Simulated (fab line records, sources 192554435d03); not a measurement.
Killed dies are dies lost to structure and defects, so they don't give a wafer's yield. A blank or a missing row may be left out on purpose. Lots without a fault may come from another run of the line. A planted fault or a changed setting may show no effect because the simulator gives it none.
fab line records | flow n5_finfet
record lots=4 wafers=12 last_day=15
route steps=1938 shown BEOL_M0@741 BEOL_M1@751 BEOL_M4@1111 PASSIVATION@1936
lots that met no fault: from a run of the same line without faults
start_h: hours from the record's first day to the start of the lot's first wafer shown | wait_h: hours since the lot's step before | " the same as in the row above | L1.1+2: a row that stands for several wafers | - no value, or no start given | * or withheld: withheld | < > ~ a bound
route shown NAME@n: a module of which the file shows steps, and the number in the route of the first | usual: mean/standard deviation of fault-free wafers | same: alike in all rows | chamber/n: place in a boat | sites: the reading at each site | _std_site: their standard deviation | _edge_site: outer sites' mean less inner sites' | radius_mm: how far each site lies from the wafer's centre | mask NAME#n: copy n | behind: the tool/chamber that last shaped the wafer | hold: why the lot was held/for how many hours/how that ended | device: the transistor (n, p or np) that didn't switch | end of line: the same wafers' tests at the end of the route | a step without rows: its recipe alone | killed: dies lost to structure and defects at the first sort, not the wafer's yield | map: a wafer's dies, x killed, . not, _ none there
set.NAME: the setting as run; set.NAME@STEP: as run at that earlier step | model.NAME: the simulator's own value behind a step, which no gauge read
lots at some steps of the route; a table a step, a row a wafer
## steps
# step N5_BEOL_M0_ECD_118
# recipe material=Cu target_thk_a=3000
# step N5_BEOL_M0_ANNEAL_119
# recipe temp_c=225 time_s=90 ambient=N2
# step N5_BEOL_M0_CMP_120
# recipe stop_on=SiOC t_overpolish_s=6.9 down_force_psi=1 platen_rpm=50 clearing_platen_down_force_psi=1.5 clearing_platen_rpm=50 post_cmp_clean=cu_alkaline clearing_platen_pad_velocity_m_s=0.99484 pad_velocity_m_s=0.99484
# step N5_BEOL_M0_PRE_CLEAN_131
# recipe gas=NH3/H2 time_s=15 temp_c=* rf_power_w=300
# step N5_BEOL_M0_CO_CAP_123
# recipe material=Co target_thk_a=20 temp_c=200 precursor=CCTBA/H2 pressure_torr=30 time_s=102.1
# step N5_BEOL_M0_PRE_CLEAN_124
# recipe gas=NH3 time_s=15 temp_c=withheld rf_power_w=300
# step N5_BEOL_M0_DEP_125
# recipe material=SiCN target_thk_a=80 temp_c=withheld precursor=3MS/NH3 pressure_torr=3 rf_w=202 time_s=14
# step N5_BEOL_M1_ILD_DEP_00
# recipe material=SiOC target_thk_a=790 temp_c=350 precursor=DEMS/O2 pressure_torr=5 rf_w=500 time_s=15.3
# step N5_BEOL_M1_PECVD_72
# recipe material=SiO2 target_thk_a=160 temp_c=400 precursor=TEOS/O2 pressure_torr=5.5 rf_w=450 teos_flow_sccm=53.8 gas=O2 flow_sccm=3000 time_s=18
# usual heater_power_w=721/97 showerhead_plenum_p_Torr=8.78/0.057 throttle_valve_pct=22.1/1
# columns lot.wafer tool chamber start_h wait_h heater_power_w showerhead_plenum_p_Torr throttle_valve_pct model.SiO2_of_BEOL_M1_PECVD_72.thk_nm
L726.1 pecvd-02 1 136.97 0.0 766 8.78 21.5 15.6
L726.2 " 0 " " 643 8.79 23.4 15.8
L726.5 " 2 " " 553 8.78 21.4 16.4
L731.1 pecvd-02 2 166.95 0.0 584 8.81 21.7 15.8
L731.4 " 2 " " 600 8.79 21.7 17.4
L731.5 " 0 " " 599 8.79 23.5 15.8
L732.1 pecvd-01 2 170.02 0.0 721 8.74 20.2 15.8
L732.2 " 0 " " 753 8.68 23.7 15.8
L732.4 " 0 " " 743 8.68 23.7 16
L733.3 pecvd-02 1 176.78 0.0 744 8.82 21.5 16.6
L733.4 " 0 " " 705 8.77 23.4 17.2
L733.6 " 1 " " 760 8.81 21.3 17
# step N5_BEOL_M1_HM_DEP_02
# recipe material=TiN target_thk_a=200 temp_c=25 chamber_pressure_pa=0.49996
# step N5_BEOL_M1_COAT_61
# recipe resist=SOC temp_c=250 time_s=60 spin_rpm=1500 resist_thk_nm=60
# step N5_BEOL_M1_COAT_62
# recipe resist=SiARC temp_c=220 time_s=60 spin_rpm=1500 resist_thk_nm=12
# step N5_BEOL_M1_COAT_73
# recipe resist=underlayer temp_c=205 time_s=60 spin_rpm=1500 resist_thk_nm=5
# step N5_BEOL_M1_COAT_05
# recipe resist=CAR-EUV spin_rpm=1500 resist_thk_nm=30
# step N5_BEOL_M1_EBR_07
# recipe solvent=PGMEA ebr_width_mm=1.5
# step N5_BEOL_M1_SOFTBAKE_06
# recipe temp_c=110 time_s=60 resist=CAR-EUV
# step N5_BEOL_M1_EXPOSE_08
# recipe mask_id=M1 na=0.33 source_shape=dipole sigma_inner=0.369 sigma_outer=0.767 polarization=unpolarized dose_mj=33
# step N5_BEOL_M1_PEB_09
# recipe peb_temp_c=100 peb_time_s=60 resist=CAR-EUV
# step N5_BEOL_M1_DEVELOP_10
# recipe develop_time_s=30 developer=TMAH resist=CAR-EUV rinse_liquid=surfactant_rinse dry=air_spin dev_temp_c=23
# step N5_BEOL_M1_DESCUM_16
# recipe chemistry=O2 time_s=7 source_power_w=50 bias_power_w=20 pressure_mtorr=20 rf_frequency_hz=2.712e+07 temp_c=40 resist=CAR-EUV o2_flow_sccm=225
# step N5_BEOL_M1_ETCH_74
# recipe chemistry=N2/H2 target=underlayer target_depth_a=65 mask_material=CAR-EUV time_s=5.2 ion_energy_ev=200 pressure_mtorr=30 source_w=840 bias_w=150 n2_flow_sccm=200 h2_flow_sccm=200 ends=cleared
# step N5_BEOL_M1_ETCH_63
# recipe chemistry=CF4 target=SiARC target_depth_a=156 mask_material=CAR-EUV time_s=26 ion_energy_ev=80 pressure_mtorr=40 source_w=545 bias_w=36 Ar_flow_sccm=100 cf4_flow_sccm=100 ends=cleared
# step N5_BEOL_M1_ETCH_64
# recipe chemistry=N2/H2 target=SOC target_depth_a=750 overetch_a=150 mask_material=SiARC temp_c=40 time_s=112.5 ion_energy_ev=200 pressure_mtorr=30 source_w=840 bias_w=150 n2_flow_sccm=200 h2_flow_sccm=200
# step N5_BEOL_M1_STRIP_65
# recipe chemistry=N2/H2 temp_c=40 n2_flow_sccm=200 h2_flow_sccm=200 rf_frequency_hz=6e+07
# step N5_BEOL_M1_STRIP_75
# recipe chemistry=N2/H2 temp_c=40 n2_flow_sccm=200 h2_flow_sccm=200 rf_frequency_hz=6e+07
# step N5_BEOL_M1_STRIP_66
# recipe chemistry=CF4 resist=SiARC power_w=300 bias_power_w=75 pressure_mtorr=50 cf4_flow_sccm=150 rf_frequency_hz=6e+07
# step N5_BEOL_M1_HM_OPEN_17
# recipe chemistry=Cl2/BCl3 target_depth_a=200 overetch_a=60 target=TiN mask_material=SOC ion_energy_ev=150 pressure_mtorr=10 icp_w=1000 bias_w=126 Cl2_flow_sccm=53.25 bcl3_flow_sccm=21.75 Ar_flow_sccm=25
# step N5_BEOL_M1_STRIP_19
# recipe chemistry=O2 power_w=400 temp_c=40 pressure_mtorr=30 rf_frequency_hz=6e+07 bias_power_w=0 overash_fraction=0.2 o2_flow_sccm=225
# step N5_BEOL_M1_COAT_67
# recipe resist=SOC temp_c=250 time_s=60 spin_rpm=1500 resist_thk_nm=60
# step N5_BEOL_M1_COAT_68
# recipe resist=SiARC temp_c=220 time_s=60 spin_rpm=1500 resist_thk_nm=12
# step N5_BEOL_M1_COAT_76
# recipe resist=underlayer temp_c=205 time_s=60 spin_rpm=1500 resist_thk_nm=5
# step N5_BEOL_M1_COAT_22
# recipe resist=CAR-EUV spin_rpm=1500 resist_thk_nm=30
# step N5_BEOL_M1_EBR_24
# recipe solvent=PGMEA ebr_width_mm=1.5
# step N5_BEOL_M1_SOFTBAKE_23
# recipe temp_c=110 time_s=60 resist=CAR-EUV
# step N5_BEOL_M1_HM_STRIP_39
# recipe chemistry=peroxide_tin_strip material=TiN target_depth_a=250 temp_c=50 time_s=158
# usual bath_heat_duty_pct=7.0/0.69
# columns lot.wafer tool chamber start_h wait_h bath_heat_duty_pct model.SiO2_of_BEOL_M1_PECVD_72.thk_nm
L726.1 wet_bench-02 3 147.61 0.0 5.7 15.4
L726.2 " 2 " " 6.4 15.6
L726.5 " 4 " " 7.8 16.2
L731.1 wet_bench-02 7 171.02 0.0 5.9 15.6
L731.4 " 5 " " 7.7 17.2
L731.5 " 1 " " 6.9 15.6
L733.3 wet_bench-02 5 182.84 0.0 8.0 16.6
L733.4 " 2 " " 7.0 17
L733.6 " 4 " " 7.0 16.8
L732.1 wet_bench-02 5 184.89 0.0 7.8 15.6
L732.2 " 2 " " 7.5 15.6
L732.4 " 7 " " 7.6 15.8
# step N5_BEOL_M4_RC_MEAS_101
# usual DIBL_N=36.3/1.9 DIBL_P=36.6/2.4 IOFF_N=0.17/0.037 IOFF_P=0.23/0.04 ION_N=682/14 ION_P=468/8.6 SS_N=71.6/0.67 SS_P=73.4/0.71 VT_N=248/3.3 VT_P=-248.9/2.9
# columns lot.wafer tool chamber start_h wait_h DIBL_N[mV/V] DIBL_P[mV/V] IOFF_N[nA/um] IOFF_P[nA/um] ION_N[uA/um] ION_P[uA/um] SS_N[mV/dec] SS_P[mV/dec] VT_N[mV] VT_P[mV]
L726.1 prober-01 0 199.25 0.0 34.5 35.7 0.16 0.20 669 455 71.2 72.4 249 -250.8
L726.2 " 0 " " 35.2 37.2 0.18 0.21 688 462 71.9 73.8 247 -250.4
L726.5 " 0 " " 32.3 34.8 0.13 0.19 677 467 71.4 72.4 249 -247.6
L731.1 prober-01 0 228.26 0.0 34.0 32.0 0.11 0.16 658 454 71.5 72.7 257 -253.9
L731.4 " 0 " " 38.6 38.7 0.20 0.26 689 469 71.8 74.3 247 -245.8
L731.5 " 0 " " 36.0 35.8 0.15 0.22 686 468 71.1 73.8 250 -248.4
L733.3 prober-01 0 244.24 0.3 34.3 33.8 0.14 0.21 659 460 71.0 72.8 248 -249.0
L733.4 " 0 " " 36.9 36.5 0.16 0.23 675 465 71.5 74.0 250 -245.9
L733.6 " 0 " " 40.0 39.4 0.23 0.30 676 470 73.0 74.9 246 -243.2
L732.1 prober-02 0 248.92 0.0 33.3 32.7 0.10 0.16 660 458 70.8 72.3 256 -253.3
L732.2 " 0 " " 39.3 38.3 0.18 0.23 668 455 71.9 74.2 250 -249.3
L732.4 " 0 " " 38.1 38.4 0.17 0.23 689 468 71.9 73.4 249 -248.2
# step N5_PASSIVATION_PROBE_49
# usual defect_limited_yield=91.2/1.5 killed_at_M0_to_M3=35/12 killed_at_M4_up=14/5.1 killed_at_contacts=13/6 killed_at_front_end=38/12 killed_at_other=4/3.5 killed_dies=104/18 killed_open=68/13 killed_short=33/8.1 sort_bin_5_function=5.2/1 sort_bin_6_memory=3.2/0.69 sort_n_pass=1076/18 sort_yield_pct=91.2/1.5
# same gross_dies=1180 killed_at_back_side=0 sort_bin_4_leakage[%]=0 sort_bin_8_speed[%]=0
# columns lot.wafer tool chamber start_h wait_h defect_limited_yield[%] killed_at_M0_to_M3 killed_at_M4_up killed_at_contacts killed_at_front_end killed_at_other killed_dies killed_open killed_short sort_bin_5_function[%] sort_bin_6_memory[%] sort_n_pass sort_yield_pct[%]
L731.5 prober-01 - 332.65 0.2 88.5 57 30 12 34 3 136 80 45 6.4 3.8 1044 88.5
L733.3 prober-01 - 356.85 0.1 91.4 23 24 14 29 11 101 70 31 5.2 3.3 1079 91.4
L733.4 prober-01 - 356.90 0.2 91.1 36 16 13 29 11 105 65 31 5.1 2.7 1075 91.1
L733.6 prober-01 - 357.00 0.3 91.8 38 16 14 25 4 97 72 25 4.7 3.1 1083 91.8
L732.1 prober-01 - 360.58 0.0 90.3 35 13 7 59 0 114 72 38 6.3 3.3 1066 90.3
L732.2 prober-01 - 360.63 0.1 93.6 21 10 18 22 4 75 55 20 4.5 1.8 1105 93.6
L732.4 prober-01 - 360.73 0.2 93.1 22 11 10 38 0 81 47 34 4.1 2.8 1099 93.1
# killed by level:class
L731.5 BEOL_M0_SAQP:geometric_particle:short=16 BEOL_M4:geometric_particle:open=15 BEOL_M1:geometric_particle:open=15 BEOL_M0_SAQP:geometric_particle:open=13 MOL_CONTACT_COAG:geometric_particle:open=9 HKMG_FIN:area_etch=8 FIN_SAQP:geometric_particle:open=7 BEOL_M2:geometric_particle:open=6
L733.3 BEOL_M4:geometric_particle:open=12 STI_FIN_REVEAL:geometric_particle:open=11 MOL_CONTACT_COAG:geometric_particle:open=11 BEOL_M1:geometric_particle:open=10 MIM_TOP:geometric_particle:short=7 FIN_SAQP:geometric_particle:short=4 DUMMY_GATE:geometric_particle:open=4 BEOL_M2:geometric_particle:open=4
L733.4 BEOL_M2:geometric_particle:open=16 MOL_CONTACT_COAG:geometric_particle:open=12 BEOL_M4:geometric_particle:open=12 HKMG_FIN:area_etch=9 BEOL_M0_SAQP:geometric_particle:short=4 BEOL_M1:geometric_particle:open=4 BEOL_M3:geometric_particle:open=4 FIN_SAQP:geometric_particle:short=3
L733.6 MOL_CONTACT_COAG:geometric_particle:open=12 BEOL_M2:geometric_particle:open=12 BEOL_M4:geometric_particle:open=9 BEOL_M0_SAQP:geometric_particle:open=8 STI_FIN_REVEAL:geometric_particle:open=7 BEOL_M3:geometric_particle:open=5 DUMMY_GATE:geometric_particle:open=4 STARTING-WAFER:geometric_particle:open=4
L732.1 FIN_SAQP:geometric_particle:open=23 BEOL_M3:geometric_particle:open=14 FIN_SAQP:geometric_particle:short=11 BEOL_M0_SAQP:geometric_particle:short=9 STI_FIN_REVEAL:geometric_particle:open=6 STI_FIN_REVEAL:geometric_particle:short=5 BEOL_M0_SAQP:geometric_particle:open=5 MOL_CONTACT_COAG:geometric_particle:open=4
L732.2 MOL_CONTACT_COAG:geometric_particle:open=16 BEOL_M3:geometric_particle:open=6 FIN_SAQP:geometric_particle:short=5 STI_FIN_REVEAL:geometric_particle:open=4 BEOL_M0_SAQP:geometric_particle:open=4 BEOL_M2:geometric_particle:open=4 BEOL_M4:geometric_particle:open=4 STARTING-WAFER:geometric_particle:open=4
L732.4 FIN_SAQP:geometric_particle:short=14 MOL_CONTACT_COAG:geometric_particle:open=9 FIN_SAQP:geometric_particle:open=6 BEOL_M0_SAQP:geometric_particle:open=6 BEOL_M3:geometric_particle:open=5 BEOL_M0_SAQP:geometric_particle:short=5 STARTING-WAFER:geometric_particle:short=4 STI_FIN_REVEAL:geometric_particle:open=3
## key
first_sign none at tools or gauges
model_effect step=N5_BEOL_M1_PECVD_72 value=SiO2_of_BEOL_M1_PECVD_72.thk_nm without=15.9 struck=17.05
model_effect step=N5_BEOL_M1_HM_STRIP_39 value=SiO2_of_BEOL_M1_PECVD_72.thk_nm without=15.75 struck=16.9
met_at N5_BEOL_M1_PECVD_72
struck_wafers L731.4,L733.3,L733.4,L733.6
onset_between 136.97 166.95
fault kind=process_parameter_drift tool=pecvd-02 chamber=- onset_h=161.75 steps=N5_BEOL_M1_PECVD_72 channel=time_s offset=* shape=step end_h=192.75 scope=struck_wafers_only acts_in=* stated=*
